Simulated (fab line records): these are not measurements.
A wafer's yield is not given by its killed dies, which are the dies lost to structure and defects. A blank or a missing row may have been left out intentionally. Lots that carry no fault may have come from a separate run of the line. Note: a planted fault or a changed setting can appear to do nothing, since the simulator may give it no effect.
Matching of chambers ; flow n5-finfet ; N5_BEOL_M12_ETCH_67 on rie-diel-03: 4 sister chambers
The step etches SiARC in CF4, target depth 143 nm, time 238.3 s. 4 wafers are shown with their chamber, then 9 later ones without.

WAFERS, EACH WITH ITS CHAMBER
wafer;chamber;showerhead-plenum-p-Torr (Torr)
L082.4;3;2.09
L085.2;0;2.26
L087.2;1;2.06
L087.6;2;2.07

WAFERS WHOSE CHAMBER IS MISSING
wafer;showerhead-plenum-p-Torr (Torr)
L090.1;2.08
L090.2;2.26
L090.4;2.07
L092.2;2.26
L092.3;2.08
L092.5;2.26
L096.1;2.25
L096.2;2.08
L096.6;2.06

EACH ONE'S CHAMBER
wafer;from the rows above;in truth
L090.1;can't be placed: 3 or 2 or 1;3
L090.2;0;0
L090.4;can't be placed: 2 or 1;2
L092.2;0;0
L092.3;can't be placed: 3 or 2 or 1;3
L092.5;0;0
L096.1;0;0
L096.2;can't be placed: 3 or 2 or 1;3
L096.6;can't be placed: 1 or 2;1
Correctly placed: 4 of 9. Not placeable from these rows: 5 (in 5, the candidates include the true chamber). Number placed wrongly: 0.
How it was worked out, from the rows above alone: a wafer's distance from a chamber is the root of the sum, over the readings, of the square of ((its reading less the chamber's mean) divided by the reading's scatter). If the next closest chamber is less than 2 further off than the closest, the wafer can't be placed; otherwise it belongs to the closest. A chamber's mean is the mean of its shown wafers. The scatter: root of mean squared gap, hidden wafer to nearest shown wafer, with one shown wafer a chamber.
